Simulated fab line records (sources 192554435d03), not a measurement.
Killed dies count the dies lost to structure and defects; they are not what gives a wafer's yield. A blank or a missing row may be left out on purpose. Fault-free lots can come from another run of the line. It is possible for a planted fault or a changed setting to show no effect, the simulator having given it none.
Struck lot and sound lot, side by side -- flow n5_finfet -- 15 steps out of a route of 1938
Sound: wafers L242.2, L242.3, L242.4. Struck: wafer L251.3. (L251.2 of the same lot was not struck and is left out.) The cause comes at the end.
For every step that has rows: the tool of each side, followed by ch and its chambers, followed by its first start. Under that, the readings that differ: sound wafers -- struck wafers -- difference of the means -- sigmas: that difference in standard deviations of wafers without a fault.
alike: readings with means less than 2 such deviations apart, plus words and numbers identical on both sides. not compared: withheld readings, readings lacking a value on some wafer, bounds such as >300 that could conceal the same value, and numbers that have no deviation in the record and whose values overlap.
Wherever a step has rows on one side only, a row that says differs or no value, or a row with sigmas, the two part there. When numbers do not overlap yet have no deviation, they are printed without sigmas and do not part them. A reading missing from all wafers of one side parts the sides only when that side holds two or more wafers.

first, 1 step without rows for these wafers: N5_BEOL_M15_ANNEAL_48 (time 90 s).
N5_BEOL_M15_CMP_49: polishes, stops on SiO2, t overpolish 4.9 s, target thk 850 nm.
  sound on cmp-04 ch 0,2,3, day 15 03:18; struck on cmp-03 ch 2, day 16 19:50
  alike: barrier_field_endpoint_s, motor_current_A, overpolish_run_s, retaining_ring_pressure_frac
N5_BEOL_M15_THK_MEAS_50: measures by xrf.
  sound on film_metro-01 at day 15 03:34; struck on film_metro-02 at day 16 20:06
  alike: M15_THK
then, 1 step without rows for these wafers: N5_BEOL_M15_PRE_CLEAN_52 (time 15 s).
N5_BEOL_M15_DEP_53: deposits SiCN from 3MS/NH3, target thk 50 nm, time 17.8 s.
  sound on pecvd-02 ch 0,1,2, day 15 03:37; struck on pecvd-01 ch 2, day 16 20:10
  alike: showerhead_plenum_p_Torr, throttle_valve_pct
N5_BEOL_M15_RS_MEAS_54: uses a four-point probe to measure.
  sound on film_metro-01 at day 15 03:41; struck on film_metro-02 at day 16 20:14
  alike: M15_RS
N5_BEOL_M15_INSPECT_55: inspects for defects (darkfield).
  sound on defect_inspect-02 at day 15 03:43; struck on defect_inspect-01 at day 16 20:16
  alike: raw_defect_count
N5_BEOL_M15_RC_MEAS_101:
  sound on prober-01 ch 0, day 15 03:54; struck on prober-02 ch 0, day 16 21:01
reading,sound,struck,difference,sigmas
COMB_M10 (S/m),2e-11 2.1e-11 1.4e-11,1.2e-11,-6.3e-12,-2
COMB_M12 (S/m),1e-11 9.5e-12 5.9e-12,5.3e-12,-3.2e-12,-2
  alike: COMB_M10_max_site, COMB_M11, COMB_M13, COMB_M14, COMB_M15, COMB_M5, COMB_M5_max_site, COMB_M6, COMB_M7, COMB_M8, COMB_M9, SERP_M10, SERP_M11, SERP_M12, SERP_M13, SERP_M14, SERP_M14_max_site, SERP_M5, SERP_M6, SERP_M6_max_site, SERP_M7, SERP_M8, SERP_M9
then, 1 step without rows for these wafers: N5_PASSIVATION_PECVD_00 (deposits SiO2 from SiH4/N2O, target thk 200 nm, time 11.2 s).
N5_MIM_BOT_DEGAS_01: time 60 s.
  sound on pvd_sputter-01 at day 15 04:56; struck on pvd_sputter-01 at day 17 00:01
  alike: heater_power_w
N5_MIM_BOT_SPUTTER_00: material TiN, target thk 35 nm, time 89.7 s.
  sound on pvd_sputter-01 at day 15 04:58; struck on pvd_sputter-01 at day 17 00:04
  alike: substrate_temp_c, throttle_valve_pct
N5_MIM_TOP_ALD_00: deposits Al2O3, purge time 3 s, co reactant pulse time 3 s.
  sound on ald_hk-01 ch 0,1,2, day 15 05:04; struck on ald_hk-02 ch 2, day 17 00:10
reading,sound,struck,difference,sigmas
precursor_pulse_height_rel,0.989 1.028 1.036,0.980,-0.038,-2
N5_MIM_TOP_ALD_01: deposits HfO2, target thk 5.6 nm, pulse time 1 s, purge time 3 s.
  sound on ald_hk-01 ch 0,1,2, day 15 05:00; struck on ald_hk-02 ch 2, day 17 00:00
reading,sound,struck,difference,sigmas
ald_cycles,62 62 62,48,-14,
model.HfO2_of_MIM_TOP_ALD_01.thk_nm (nm),5.6 5.6 5.6,4.4,-1.2,
  alike: precursor_pulse_height_rel
then, 2 steps without rows for these wafers: N5_MIM_TOP_ALD_02 (deposits Al2O3, purge time 3 s, co reactant pulse time 3 s); N5_PASSIVATION_PROBE_49.

## WHERE THEY PART
First at N5_BEOL_M15_RC_MEAS_101; last, within this record, at N5_MIM_TOP_ALD_00. Later steps at which nothing parts them and some readings are alike: N5_MIM_TOP_ALD_01.

WHY: what the simulator had put in
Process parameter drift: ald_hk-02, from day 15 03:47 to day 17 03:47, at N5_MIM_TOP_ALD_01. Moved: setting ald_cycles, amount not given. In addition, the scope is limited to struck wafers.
